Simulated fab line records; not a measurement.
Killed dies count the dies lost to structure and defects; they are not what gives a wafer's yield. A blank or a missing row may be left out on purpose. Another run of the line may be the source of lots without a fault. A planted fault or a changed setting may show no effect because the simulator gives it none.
fab line records	flow n5-finfet
[record] lots = 11	wafers = 33	last-day = 19
route steps=1938 shown BEOL_M6@1240 PASSIVATION@1936
lots with no fault: from the same line, run without faults
start-h: hours from the record's first day to the start of the lot's first wafer shown	wait-h: hours from the lot's prior step to this one	" repeats the value in the row above	L1.1+2: a single row standing in for several wafers	- either no value or no given start	* or withheld: withheld	< > ~ a bound
route shown NAME@n: names a module that has steps shown in the file, with the first one's number in the route	usual: mean and standard deviation over wafers with no fault	same: alike in all rows	chamber/n: place in a boat	sites: the reading at each site	_std_site: the values' standard deviation	_edge_site: outer sites' mean less inner sites'	radius-mm: for every site, how far away it sits from the centre of the wafer	mask NAME#n: copy n	behind: the last tool/chamber to shape the wafer	hold: cause of the lot's hold/its duration in hours/its outcome	device: the transistor (n, p or np) that didn't switch	end of line: tests run on the same wafers once the route is complete	a step with no rows: only its recipe	killed: dies that structure and defects cost at the first sort, which is not the same as the wafer's yield	map: a wafer's dies, marking killed ones x, the rest . and places with no die _
set.NAME: the setting that was run; set.NAME@STEP: the one run at that earlier step	model.NAME: the simulator's own value behind a step, which no gauge read
steps of the route over a sample of lots; a table a step, a row a wafer
services: when a tool's chamber went out of use (start-h, in hours from the record's first day, below 0 if earlier), for how many hours, and the reason
[[steps]]
[step N5_BEOL_M6_ETCH_41]
[recipe] chemistry = CH3F/O2	target = SiCN	target-depth-a = 297	taper-deg = 2	time-s = 52	ion-energy-ev = 120	mask-material = TiN	pressure-mtorr = 30	source-w = 395	bias-w = 75	Ar_flow_sccm = 150	CH3F_flow_sccm = 30	O2_flow_sccm = 20
[usual] drypump-motor-current-A = 5.9/0.36	oes-product-au = 0.80/0.081	rf-vpp-V = 297.8/2.1	showerhead-plenum-p-Torr = 2.02/0.092	throttle-valve-pct = 16.23/0.17
lot.wafer	tool	chamber	start-h	wait-h	drypump-motor-current-A	oes-product-au	rf-hours-counter-h	rf-vpp-V	showerhead-plenum-p-Torr	throttle-valve-pct
L815.1	rie-diel-05	2	-	-	5.8	0.90	21	299.0	2.14	16.17
L815.5	"	2	"	"	5.8	0.90	-	299.6	2.14	16.16
L815.6	"	3	"	"	6.3	0.70	-	299.9	2.05	16.56
L818.3	rie-diel-04	3	-	-	6.0	0.72	217	296.9	1.97	16.27
L818.4	"	1	"	"	6.1	0.70	230	294.9	1.89	16.26
L818.6	"	0	"	"	6.4	0.87	-	299.1	2.12	16.06
L816.2	rie-diel-04	2	-	-	6.1	0.84	76	295.9	1.94	16.46
L816.3	"	3	"	"	6.0	0.73	218	299.4	1.97	16.28
L816.6	"	1	"	"	6.1	0.71	-	296.6	1.89	16.26
L819.1	rie-diel-02	1	-	-	5.5	0.79	108	299.9	2.11	16.31
L819.2	"	0	"	"	5.3	0.82	63	299.6	2.11	16.04
L819.6	"	2	"	"	6.4	0.94	-	295.9	1.96	16.06
L820.1	rie-diel-04	0	-	-	6.4	0.85	75	300.1	2.11	16.08
L820.3	"	2	"	"	6.1	0.82	88	295.3	1.94	16.48
L820.6	"	1	"	"	6.1	0.69	-	295.7	1.88	16.26
L823.1	rie-diel-04	3	-	-	6.0	0.71	230	296.5	1.97	16.30
L823.2	"	0	"	"	6.4	0.85	75	298.0	2.11	16.07
L823.5	"	2	"	"	6.1	0.83	-	296.3	1.94	16.46
L822.1	rie-diel-02	3	-	-	5.9	0.70	227	296.8	2.05	16.21
L822.3	"	2	"	"	6.4	0.92	28	297.4	1.95	16.10
L822.5	"	2	"	"	6.4	0.91	-	297.3	1.95	16.09
L828.1	rie-diel-02	2	-	-	6.4	0.91	30	295.7	1.95	16.07
L828.2	"	0	"	"	5.3	0.80	81	298.8	2.11	16.06
L828.5	"	2	"	"	6.4	0.90	-	297.1	1.95	16.08
L833.1	rie-diel-04	2	-	-	6.1	0.79	109	295.3	1.93	16.50
L833.2	"	1	"	"	6.1	0.96	12	299.2	2.13	15.86
L833.4	"	0	"	"	6.4	0.81	-	300.0	2.10	16.12
L835.1	rie-diel-02	3	-	-	5.9	0.69	243	299.3	2.04	16.25
L835.2	"	2	"	"	6.4	0.87	48	296.8	1.94	16.11
L835.3	"	1	"	"	5.5	0.75	146	298.6	2.09	16.38
L836.2	rie-diel-05	1	-	-	5.4	0.71	199	293.9	1.83	16.59
L836.4	"	2	"	"	5.8	0.81	75	299.3	2.12	16.29
L836.6	"	2	"	"	5.8	0.81	-	298.8	2.12	16.28
[step N5_BEOL_M6_ALD_77]
[recipe] material = TaN	target-thk-a = 20	temp-c = 275	ald-precursor-family = PDMAT	ald-co-reactant = NH3	pressure-torr = 3	carrier-flow-sccm = 1500	pulse-time-s = 2	purge-time-s = 3	co-reactant-purge-time-s = 2	co-reactant-pulse-time-s = 3	ald-cycles = 40	precursor-vessel-temp-c = 75	precursor-vessel-pressure-torr = 26.25	precursor-vessel-carrier-sccm = 1000
[usual] heater-power-w = 409/45
[same] purge-time-s = 3
lot.wafer	tool	chamber	start-h	wait-h	heater-power-w
L815.1	ald-metal-01	0	210.03	0.0	322
L815.5	"	2	"	"	472
L815.6	"	1	"	"	404
L818.3	ald-metal-03	2	228.82	0.0	452
L818.4	"	1	"	"	411
L818.6	"	2	"	"	445
L816.2	ald-metal-03	0	229.31	0.0	384
L816.3	"	2	"	"	444
L816.6	"	1	"	"	406
L819.1	ald-metal-03	2	251.50	0.1	448
L819.2	"	1	"	"	409
L819.6	"	2	"	"	447
L820.1	ald-metal-02	0	263.34	0.0	503
L820.3	"	3	"	"	425
L820.6	"	1	"	"	403
L823.1	ald-metal-03	1	266.15	0.0	422
L823.2	"	2	"	"	454
L823.5	"	3	"	"	422
L822.1	ald-metal-02	2	293.98	0.0	446
L822.3	"	0	"	"	506
L822.5	"	2	"	"	446
L828.1	ald-metal-01	1	301.45	0.1	396
L828.2	"	3	"	"	342
L828.5	"	0	"	"	335
L833.1	ald-metal-01	1	326.31	0.0	407
L833.2	"	2	"	"	472
L833.4	"	0	"	"	335
L835.1	ald-metal-01	1	354.83	0.0	401
L835.2	"	2	"	"	475
L835.3	"	3	"	"	348
L836.2	ald-metal-02	1	359.44	0.0	416
L836.4	"	1	"	"	423
L836.6	"	0	"	"	506
[step N5_BEOL_M6_ECD_50]
[recipe] material = Cu	target-thk-a = 3000
lot.wafer	tool	chamber	start-h	wait-h
L815.1+5+6	ecd-cu-01	1,0,1	210.81	0.1
L818.3+4+6	ecd-cu-02	0,1,0	229.59	0.1
L816.2+3+6	ecd-cu-01	1	229.91	0.1
L819.1+2+6	ecd-cu-01	0,1,1	252.23	0.1
L820.1+3+6	ecd-cu-02	0	264.18	0.2
L823.1+2+5	ecd-cu-02	0,1,0	266.81	0.1
L822.1+3+5	ecd-cu-02	1,0,1	294.65	0.1
L828.1+2+5	ecd-cu-02	0,1,1	302.15	0.1
L833.1+2+4	ecd-cu-01	0,1,0	327.00	0.1
L835.1+2+3	ecd-cu-01	1,0,0	357.39	0.1
L836.2+4+6	ecd-cu-01	1	360.05	0.1
[step N5_BEOL_M6_CMP_52]
[recipe] stop-on = SiCOH_lowk	t-overpolish-s = 6.9	down-force-psi = 1	platen-rpm = 50	clearing-platen-down-force-psi = 1.5	clearing-platen-rpm = 50	post-cmp-clean = cu-alkaline	target-thk-nm = 80	clearing-platen-pad-velocity-m-s = 0.99484	pad-velocity-m-s = 0.99484
[usual] clearing-platen-rpm = 50.000/0.027	motor-current-A = 6.0/0.57	slurry-flow-ml-min = 150.0/0.42	time-to-endpoint-s = 62.0/2.1
lot.wafer	tool	chamber	start-h	wait-h	clearing-platen-rpm	motor-current-A	slurry-flow-ml-min	time-to-endpoint-s
L815.1	cmp-04	2	211.74	0.3	50.052	6.8	150.3	62.2
L815.5	"	1	"	"	50.010	6.1	149.2	63.2
L815.6	"	2	"	"	49.972	6.4	149.9	61.0
L818.4	cmp-01	0	230.00	0.2	50.003	5.6	150.4	63.6
L818.3	"	2	"	"	49.990	5.9	150.8	63.6
L818.6	"	3	"	"	49.996	5.0	149.8	64.0
L816.3	cmp-03	3	231.04	0.4	50.043	5.7	149.4	62.4
L816.2	"	1	"	"	49.981	6.5	150.0	60.1
L816.6	"	0	"	"	50.016	6.7	149.3	59.8
L819.1	cmp-01	2	252.63	0.3	49.948	5.8	150.2	60.3
L819.2	"	0	"	"	50.013	5.9	149.5	59.6
L819.6	"	3	"	"	50.041	5.2	149.8	58.9
L820.1	cmp-01	2	265.13	0.3	49.976	5.7	150.6	61.1
L820.3	"	3	"	"	50.045	5.0	150.1	64.6
L820.6	"	1	"	"	50.005	6.9	150.2	62.0
L823.2	cmp-01	0	267.20	0.2	49.994	5.7	149.6	59.6
L823.1	"	1	"	"	50.026	6.8	150.4	60.5
L823.5	"	0	"	"	49.984	5.6	149.9	58.6
L822.3	cmp-04	1	295.58	0.2	49.989	6.0	149.9	82.8
L822.1	"	3	"	"	49.993	6.1	150.2	60.1
L822.5	"	2	"	"	49.987	7.2	150.0	60.0
L828.1	cmp-04	3	303.05	0.3	50.035	6.2	150.4	86.4
L828.2	"	1	"	"	50.038	5.9	150.6	62.5
L828.5	"	3	"	"	49.955	6.3	150.5	61.2
L833.2	cmp-01	1	330.66	0.4	50.037	6.6	150.0	62.8
L833.1	"	2	"	"	50.028	6.0	150.3	62.2
L833.4	"	3	"	"	50.071	5.3	148.8	60.4
L835.1	cmp-01	3	357.83	0.3	49.945	4.9	149.9	59.6
L835.3	"	1	"	"	50.032	6.8	150.0	60.5
L835.2	"	2	"	"	49.993	5.9	149.1	61.5
L836.4	cmp-04	3	361.67	0.1	49.990	5.6	150.6	67.2
L836.2	"	2	"	"	49.969	6.6	150.4	64.2
L836.6	"	0	"	"	49.996	5.7	149.4	63.3
[step N5_BEOL_M6_INSPECT_58]
[recipe] inspect-instrument = darkfield	mode = post-dep
[usual] raw-defect-count = 71/25
lot.wafer	tool	chamber	start-h	wait-h	raw-defect-count
L815.1	defect-inspect-01	-	212.16	0.0	51
L815.5	"	-	"	"	55
L815.6	"	-	"	"	84
L818.3	defect-inspect-02	-	230.41	0.0	66
L818.4	"	-	"	"	83
L818.6	"	-	"	"	83
L816.2	defect-inspect-01	-	231.49	0.0	40
L816.3	"	-	"	"	35
L816.6	"	-	"	"	60
L819.1	defect-inspect-02	-	253.08	0.0	53
L819.2	"	-	"	"	49
L819.6	"	-	"	"	112
L820.1	defect-inspect-02	-	265.51	0.0	102
L820.3	"	-	"	"	62
L820.6	"	-	"	"	61
L823.1	defect-inspect-02	-	267.65	0.0	98
L823.2	"	-	"	"	59
L823.5	"	-	"	"	77
L822.1	defect-inspect-01	-	296.03	0.0	55
L822.3	"	-	"	"	36
L822.5	"	-	"	"	46
L828.1	defect-inspect-02	-	303.50	0.0	87
L828.2	"	-	"	"	69
L828.5	"	-	"	"	77
L833.1	defect-inspect-02	-	331.11	0.0	73
L833.2	"	-	"	"	60
L833.4	"	-	"	"	64
L835.1	defect-inspect-01	-	358.28	0.0	66
L835.2	"	-	"	"	54
L835.3	"	-	"	"	71
L836.2	defect-inspect-02	-	362.12	0.0	129
L836.4	"	-	"	"	86
L836.6	"	-	"	"	82
[step N5_PASSIVATION_PROBE_49]
[usual] defect-limited-yield = 91.0/1.5	killed_at_M0_to_M3 = 37/12	killed_at_M4_up = 13/5	killed-at-contacts = 13/6.1	killed-at-front-end = 39/11	killed-at-other = 4/3.2	killed-dies = 106/17	killed-open = 69/12	killed-short = 35/7.9	sort_bin_4_leakage = 0.00/0.007	sort_bin_5_function = 5.3/1	sort_bin_6_memory = 3.3/0.68	sort-n-pass = 1074/17	sort-yield-pct = 91.0/1.5
[same] gross-dies = 1180	killed-at-back-side = 0	sort_bin_8_speed[%] = 0
lot.wafer	tool	chamber	start-h	wait-h	defect-limited-yield[%]	killed_at_M0_to_M3	killed_at_M4_up	killed-at-contacts	killed-at-front-end	killed-at-other	killed-dies	killed-open	killed-short	sort_bin_4_leakage[%]	sort_bin_5_function[%]	sort_bin_6_memory[%]	sort-n-pass	sort-yield-pct[%]
L815.1	prober-02	-	303.16	0.7	91.7	19	9	21	46	3	98	63	31	0	4.7	3.2	1082	91.7
L815.5	prober-02	-	303.36	0.9	92.8	29	13	10	31	2	85	61	24	0	4.8	2.3	1095	92.8
L815.6	prober-02	-	303.41	0.9	93.0	34	6	15	28	0	83	53	29	0	4.2	2.6	1097	93.0
L818.3	prober-01	-	307.47	0.1	92.5	41	9	7	24	8	89	59	27	0	4.2	3.1	1091	92.5
L818.4	prober-01	-	307.52	0.2	92.1	30	11	14	28	10	93	59	27	0	5.3	2.4	1087	92.1
L818.6	prober-01	-	307.62	0.3	90.6	35	21	9	33	13	111	72	38	0	5.5	3.6	1069	90.6
L816.2	prober-02	-	324.28	0.1	92.0	33	23	14	20	4	94	60	34	0	4.7	2.9	1086	92.0
L816.3	prober-02	-	324.33	0.1	91.2	33	10	8	51	2	104	65	38	0	5.3	3.1	1076	91.2
L816.6	prober-02	-	324.48	0.3	91.7	31	14	23	26	4	98	69	29	0	4.8	3.1	1082	91.7
L819.1	prober-01	-	335.31	0.0	89.3	68	16	10	29	3	126	80	46	0	6.3	3.9	1054	89.3
L819.2	prober-01	-	335.36	0.1	90.9	55	13	7	31	1	107	59	48	0	4.7	3.6	1073	90.9
L819.6	prober-01	-	335.56	0.3	87.5	69	21	11	46	1	148	94	54	0	8.0	4.2	1032	87.5
L820.1	prober-02	-	355.92	0.0	89.1	57	14	14	41	3	129	80	48	0	6.5	3.9	1051	89.1
L820.3	prober-02	-	356.02	0.1	91.4	51	12	16	21	2	102	66	34	0	5.5	2.7	1078	91.4
L820.6	prober-02	-	356.17	0.3	92.7	24	22	5	30	5	86	56	27	0	4.7	2.4	1094	92.7
L823.1	prober-01	-	361.45	0.0	91.9	29	9	15	39	4	96	61	33	0	4.8	2.8	1084	91.9
L823.2	prober-01	-	361.50	0.1	92.2	24	3	15	50	0	92	56	36	0	4.7	2.8	1088	92.2
L823.5	prober-01	-	361.65	0.2	93.1	25	11	6	38	1	81	58	23	0	4.4	2.3	1099	93.1
L822.1	prober-02	-	374.89	0.0	90.6	40	6	14	48	3	111	75	34	0	6.0	3.1	1069	90.6
L822.3	prober-02	-	374.99	0.1	89.3	44	12	12	48	10	126	70	51	0	6.6	3.1	1054	89.3
L822.5	prober-02	-	375.09	0.2	90.7	46	15	10	28	11	110	61	46	0	5.2	3.4	1070	90.7
L828.1	prober-01	-	390.37	0.0	88.6	56	16	8	45	9	134	79	52	0	7.0	3.7	1046	88.6
L828.2	prober-01	-	390.42	0.1	91.0	34	16	14	35	7	106	65	39	0	5.2	3.6	1074	91.0
L828.5	prober-01	-	390.57	0.2	91.1	37	14	10	38	6	105	63	39	0	5.1	3.5	1075	91.1
L833.1	prober-02	-	421.05	0.0	91.4	26	14	6	55	0	101	66	34	0	5.1	3.1	1079	91.4
L833.2	prober-02	-	421.10	0.1	90.5	29	27	19	36	1	112	75	35	0	6.4	3.0	1068	90.5
L833.4	prober-02	-	421.20	0.2	90.5	35	21	7	47	2	112	72	38	0	5.3	3.6	1068	90.5
L835.1	prober-01	-	440.72	0.0	88.6	63	10	7	45	10	135	88	45	0.08	6.3	4.5	1044	88.5
L835.2	prober-01	-	440.77	0.1	90.0	45	9	5	49	10	118	73	45	0	5.1	4.7	1062	90.0
L835.3	prober-01	-	440.82	0.1	91.4	23	15	12	44	7	101	58	39	0	5.3	2.7	1079	91.4
L836.2	prober-01	-	449.85	0.1	90.1	47	10	22	34	4	117	80	35	0	5.8	4.0	1063	90.1
L836.4	prober-01	-	449.95	0.2	93.2	14	15	17	30	4	80	52	26	0	3.7	2.7	1100	93.2
L836.6	prober-01	-	450.05	0.3	91.9	29	12	21	30	4	96	69	25	0	5.0	2.9	1084	91.9
// killed by level:class
L815.1 MOL_CONTACT_COAG:geometric-particle:open=15 FIN_SAQP:geometric-particle:short=13 FIN_SAQP:geometric-particle:open=11 BEOL_M3:geometric-particle:open=9 DUMMY_GATE:geometric-particle:open=5 MOL_CONTACT_COAG:geometric-particle:short=5 STI_FIN_REVEAL:geometric-particle:open=4 BEOL_M5:geometric-particle:open=3
L815.5 BEOL_M1:geometric-particle:open=9 FIN_SAQP:geometric-particle:open=7 STI_FIN_REVEAL:geometric-particle:open=7 MOL_CONTACT_COAG:geometric-particle:open=7 DUMMY_GATE:geometric-particle:open=6 BEOL_M0_SAQP:geometric-particle:short=6 BEOL_M5:geometric-particle:open=5 BEOL_M7:geometric-particle:open=5
L815.6 MOL_CONTACT_COAG:geometric-particle:open=11 BEOL_M0_SAQP:geometric-particle:short=10 FIN_SAQP:geometric-particle:open=7 BEOL_M2:geometric-particle:open=7 BEOL_M0_SAQP:geometric-particle:open=5 BEOL_M3:geometric-particle:open=5 FIN_SAQP:geometric-particle:short=4 GATE_CUT:geometric-particle:short=4
L818.3 BEOL_M0_SAQP:geometric-particle:open=15 BEOL_M0_SAQP:geometric-particle:short=7 STI_FIN_REVEAL:geometric-particle:open=6 BEOL_M3:geometric-particle:open=6 MOL_CONTACT_COAG:geometric-particle:open=5 BEOL_M2:geometric-particle:open=4 DUMMY_GATE:geometric-particle:open=3 BEOL_M1:geometric-particle:open=3
L818.4 BEOL_M0_SAQP:geometric-particle:short=13 MOL_CONTACT_COAG:geometric-particle:open=10 STI_FIN_REVEAL:geometric-particle:open=8 BEOL_M0_SAQP:geometric-particle:open=8 FIN_SAQP:geometric-particle:open=7 MOL_CONTACT_COAG:geometric-particle:short=4 MIM_BOT:geometric-particle:open=4 FIN_SAQP:geometric-particle:short=3
L818.6 BEOL_M0_SAQP:geometric-particle:open=15 STI_FIN_REVEAL:geometric-particle:open=10 BEOL_M0_SAQP:geometric-particle:short=7 MOL_CONTACT_COAG:geometric-particle:open=6 BEOL_M5:geometric-particle:open=6 BEOL_M4:geometric-particle:open=5 STI_FIN_REVEAL:geometric-particle:short=4 GATE_CUT:geometric-particle:short=4
L816.2 BEOL_M1:geometric-particle:open=15 MOL_CONTACT_COAG:geometric-particle:open=10 BEOL_M4:geometric-particle:open=9 BEOL_M0_SAQP:geometric-particle:short=6 GATE_CUT:geometric-particle:short=5 BEOL_M4:geometric-particle:short=5 MOL_CONTACT_COAG:geometric-particle:short=4 BEOL_M2:geometric-particle:open=4
L816.3 FIN_SAQP:geometric-particle:short=15 BEOL_M0_SAQP:geometric-particle:open=12 FIN_SAQP:geometric-particle:open=11 BEOL_M0_SAQP:geometric-particle:short=7 BEOL_M2:geometric-particle:open=7 MOL_CONTACT_COAG:geometric-particle:open=6 BEOL_M5:geometric-particle:open=6 STI_FIN_REVEAL:geometric-particle:open=4
L816.6 MOL_CONTACT_COAG:geometric-particle:open=17 BEOL_M2:geometric-particle:open=12 BEOL_M5:geometric-particle:open=8 DUMMY_GATE:geometric-particle:open=7 BEOL_M0_SAQP:geometric-particle:short=7 MOL_CONTACT_COAG:geometric-particle:short=6 BEOL_M1:geometric-particle:open=5 FIN_SAQP:geometric-particle:open=4
L819.1 BEOL_M0_SAQP:geometric-particle:open=21 BEOL_M0_SAQP:geometric-particle:short=17 BEOL_M3:geometric-particle:open=12 GATE_CUT:geometric-particle:short=8 BEOL_M4:geometric-particle:open=7 FIN_SAQP:geometric-particle:open=6 MOL_CONTACT_COAG:geometric-particle:open=6 BEOL_M2:geometric-particle:open=6
L819.2 BEOL_M0_SAQP:geometric-particle:open=21 BEOL_M0_SAQP:geometric-particle:short=18 FIN_SAQP:geometric-particle:short=6 GATE_CUT:geometric-particle:short=6 BEOL_M2:geometric-particle:open=5 BEOL_M3:geometric-particle:open=5 STARTING-WAFER:geometric-particle:short=5 MOL_CONTACT_COAG:geometric-particle:short=4
L819.6 BEOL_M0_SAQP:geometric-particle:short=28 BEOL_M0_SAQP:geometric-particle:open=25 BEOL_M4:geometric-particle:open=13 STI_FIN_REVEAL:geometric-particle:open=11 MOL_CONTACT_COAG:geometric-particle:open=10 DUMMY_GATE:geometric-particle:open=8 FIN_SAQP:geometric-particle:open=5 GATE_CUT:geometric-particle:open=5
L820.1 BEOL_M0_SAQP:geometric-particle:short=22 STI_FIN_REVEAL:geometric-particle:open=15 BEOL_M0_SAQP:geometric-particle:open=15 MOL_CONTACT_COAG:geometric-particle:open=10 GATE_CUT:geometric-particle:short=6 DUMMY_GATE:geometric-particle:open=5 BEOL_M3:geometric-particle:open=5 BEOL_M5:geometric-particle:open=5
L820.3 BEOL_M0_SAQP:geometric-particle:short=16 MOL_CONTACT_COAG:geometric-particle:open=15 BEOL_M0_SAQP:geometric-particle:open=15 BEOL_M2:geometric-particle:open=9 STI_FIN_REVEAL:geometric-particle:open=5 GATE_CUT:geometric-particle:short=5 BEOL_M3:geometric-particle:open=4 BEOL_M1:geometric-particle:open=3
L820.6 BEOL_M4:geometric-particle:open=9 GATE_CUT:geometric-particle:short=5 BEOL_M0_SAQP:geometric-particle:open=5 BEOL_M0_SAQP:geometric-particle:short=5 BEOL_M2:geometric-particle:open=5 STI_FIN_REVEAL:geometric-particle:open=4 DUMMY_GATE:geometric-particle:open=4 SPACER0:geometric-particle:open=4
L823.1 FIN_SAQP:geometric-particle:short=12 MOL_CONTACT_COAG:geometric-particle:open=12 BEOL_M0_SAQP:geometric-particle:open=11 FIN_SAQP:geometric-particle:open=9 GATE_CUT:geometric-particle:short=6 BEOL_M0_SAQP:geometric-particle:short=5 BEOL_M3:geometric-particle:open=4 STARTING-WAFER:geometric-particle:open=4
L823.2 FIN_SAQP:geometric-particle:open=15 FIN_SAQP:geometric-particle:short=14 MOL_CONTACT_COAG:geometric-particle:open=14 BEOL_M0_SAQP:geometric-particle:short=7 STI_FIN_REVEAL:geometric-particle:open=6 BEOL_M0_SAQP:geometric-particle:open=6 GATE_CUT:geometric-particle:short=4 GATE_CUT:geometric-particle:open=3
L823.5 BEOL_M0_SAQP:geometric-particle:open=12 FIN_SAQP:geometric-particle:short=8 FIN_SAQP:geometric-particle:open=7 STI_FIN_REVEAL:geometric-particle:open=7 BEOL_M3:geometric-particle:open=6 MOL_CONTACT_COAG:geometric-particle:open=6 GATE_CUT:geometric-particle:open=4 STI_FIN_REVEAL:geometric-particle:short=3
L822.1 FIN_SAQP:geometric-particle:open=12 MOL_CONTACT_COAG:geometric-particle:open=12 BEOL_M0_SAQP:geometric-particle:short=10 BEOL_M3:geometric-particle:open=9 STI_FIN_REVEAL:geometric-particle:open=8 BEOL_M2:geometric-particle:open=7 FIN_SAQP:geometric-particle:short=5 GATE_CUT:geometric-particle:short=5
L822.3 BEOL_M0_SAQP:geometric-particle:short=9 BEOL_M3:geometric-particle:open=8 FIN_SAQP:geometric-particle:short=7 BEOL_M0_SAQP:geometric-particle:open=7 BEOL_M1:geometric-particle:open=7 FIN_SAQP:geometric-particle:open=6 MOL_CONTACT_COAG:geometric-particle:short=6 MOL_CONTACT_COAG:geometric-particle:open=6
L822.5 BEOL_M0_SAQP:geometric-particle:short=11 BEOL_M3:geometric-particle:open=10 BEOL_M0_SAQP:geometric-particle:open=8 MOL_CONTACT_COAG:geometric-particle:open=7 BEOL_M4:geometric-particle:open=6 PASS1_DEP:geometric-particle:short=5 BEOL_M2:geometric-particle:short=5 BEOL_M0:geometric-particle:open=4
L828.1 FIN_SAQP:geometric-particle:open=14 BEOL_M2:geometric-particle:open=14 BEOL_M0_SAQP:geometric-particle:short=13 FIN_SAQP:geometric-particle:short=9 BEOL_M0_SAQP:geometric-particle:open=9 BEOL_M3:geometric-particle:open=8 STI_FIN_REVEAL:geometric-particle:open=5 BEOL_M0:geometric-particle:short=5
L828.2 MOL_CONTACT_COAG:geometric-particle:open=13 BEOL_M0_SAQP:geometric-particle:short=10 FIN_SAQP:geometric-particle:short=7 STI_FIN_REVEAL:geometric-particle:open=6 GATE_CUT:geometric-particle:short=6 BEOL_M1:geometric-particle:open=6 BEOL_M4:geometric-particle:open=6 ILD0:geometric-particle:open=5
L828.5 FIN_SAQP:geometric-particle:short=12 BEOL_M2:geometric-particle:open=11 MOL_CONTACT_COAG:geometric-particle:open=8 BEOL_M0_SAQP:geometric-particle:open=7 BEOL_M1:geometric-particle:open=7 FIN_SAQP:geometric-particle:open=5 GATE_CUT:geometric-particle:short=5 BEOL_M4:geometric-particle:short=4
L833.1 STI_FIN_REVEAL:geometric-particle:open=15 GATE_CUT:geometric-particle:short=12 BEOL_M4:geometric-particle:open=9 BEOL_M0_SAQP:geometric-particle:open=7 MOL_CONTACT_COAG:geometric-particle:open=6 BEOL_M3:geometric-particle:open=6 FIN_SAQP:geometric-particle:open=5 STI_FIN_REVEAL:geometric-particle:short=5
L833.2 BEOL_M4:geometric-particle:open=18 MOL_CONTACT_COAG:geometric-particle:open=16 FIN_SAQP:geometric-particle:short=7 GATE_CUT:geometric-particle:open=7 STI_FIN_REVEAL:geometric-particle:open=5 DUMMY_GATE:geometric-particle:open=5 BEOL_M0_SAQP:geometric-particle:open=5 BEOL_M2:geometric-particle:short=5
L833.4 FIN_SAQP:geometric-particle:short=13 BEOL_M4:geometric-particle:open=13 BEOL_M2:geometric-particle:open=10 STI_FIN_REVEAL:geometric-particle:open=8 FIN_SAQP:geometric-particle:open=6 MOL_CONTACT_COAG:geometric-particle:open=6 GATE_CUT:geometric-particle:short=5 DUMMY_GATE:geometric-particle:open=4
L835.1 BEOL_M3:geometric-particle:open=17 STI_FIN_REVEAL:geometric-particle:open=14 BEOL_M0_SAQP:geometric-particle:open=11 BEOL_M2:geometric-particle:open=11 BEOL_M0_SAQP:geometric-particle:short=9 FIN_SAQP:geometric-particle:short=8 MOL_CONTACT_COAG:geometric-particle:open=5 BEOL_M3:geometric-particle:short=5
L835.2 BEOL_M3:geometric-particle:open=13 STI_FIN_REVEAL:geometric-particle:open=12 FIN_SAQP:geometric-particle:open=11 FIN_SAQP:geometric-particle:short=10 BEOL_M0_SAQP:geometric-particle:short=9 BEOL_M2:geometric-particle:open=8 BEOL_M0_SAQP:geometric-particle:open=6 BEOL_M4:geometric-particle:open=5
L835.3 MOL_CONTACT_COAG:geometric-particle:open=10 STI_FIN_REVEAL:geometric-particle:open=10 BEOL_M4:geometric-particle:open=8 FIN_SAQP:geometric-particle:short=7 BEOL_M0_SAQP:geometric-particle:short=7 FIN_SAQP:geometric-particle:open=6 BEOL_M0_SAQP:geometric-particle:open=6 BEOL_M2:geometric-particle:open=5
L836.2 MOL_CONTACT_COAG:geometric-particle:open=18 BEOL_M2:geometric-particle:open=18 FIN_SAQP:geometric-particle:short=14 DUMMY_GATE:geometric-particle:open=8 BEOL_M3:geometric-particle:open=7 BEOL_M0_SAQP:geometric-particle:open=6 BEOL_M0:geometric-particle:open=5 FIN_SAQP:geometric-particle:open=4
L836.4 MOL_CONTACT_COAG:geometric-particle:open=16 FIN_SAQP:geometric-particle:short=7 BEOL_M2:geometric-particle:open=5 FIN_SAQP:geometric-particle:open=4 BEOL_M6:geometric-particle:open=4 STI_FIN_REVEAL:geometric-particle:open=3 DUMMY_GATE:geometric-particle:short=3 GATE_CUT:geometric-particle:short=3
L836.6 MOL_CONTACT_COAG:geometric-particle:open=16 DUMMY_GATE:geometric-particle:open=12 BEOL_M2:geometric-particle:open=10 BEOL_M0:geometric-particle:short=5 BEOL_M3:geometric-particle:open=5 MOL_CONTACT_COAG:geometric-particle:short=4 BEOL_M4:geometric-particle:open=4 FIN_SAQP:geometric-particle:open=3
[[services]]
tool	chamber	start-h	hours	kind
cmp-04	-	192.98	3.4	pm
cmp-01	-	195.17	1.2	repair
cmp-03	-	209.79	0.4	repair
ald-metal-01	-	221.14	25.1	repair
rie-diel-05	3	226.36	1.8	repair
cmp-01	-	237.79	4.0	pm
ald-metal-03	3	242.68	10.8	repair
ald-metal-03	0	245.07	17.8	repair
cmp-04	-	255.24	0.7	repair
ecd-cu-01	-	255.77	4.6	repair
rie-diel-05	0	267.67	7.6	repair
cmp-04	-	306.38	0.4	repair
ald-metal-03	-	307.30	1.4	repair
cmp-04	-	314.71	4.0	pm
rie-diel-02	3	321.37	8.5	repair
ald-metal-02	2	325.38	14.6	repair
ald-metal-03	-	334.23	0.6	repair
ald-metal-01	1	334.64	3.9	repair
rie-diel-05	3	337.33	15.2	repair
cmp-01	-	343.50	0.9	repair
ald-metal-02	2	345.97	24.5	repair
ald-metal-01	-	352.36	1.1	repair
rie-diel-02	1	356.92	13.5	repair
ald-metal-03	-	359.30	2.8	pm
[[key]]
[first-sign] step = N5_BEOL_M6_CMP_52	reading = time-to-endpoint-s	direction = up	sigmas = 11	usual = *	struck = *
effect none on later readings
met-at N5_BEOL_M6_ECD_50
struck-lots L822,L828
struck-wafers L822.3,L828.1
not-acting-at N5_BEOL_M6_ETCH_41,N5_BEOL_M6_ALD_77,N5_BEOL_M6_INSPECT_58
onset-between 266.81 294.65
[fault] kind = process-parameter-drift	tool = ecd-cu-02	chamber = 0	onset-h = 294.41	steps = N5_BEOL_M6_ECD_50	channel = target-thk-a	offset = *	shape = step	end-h = 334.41	acts-in = *	stated = *
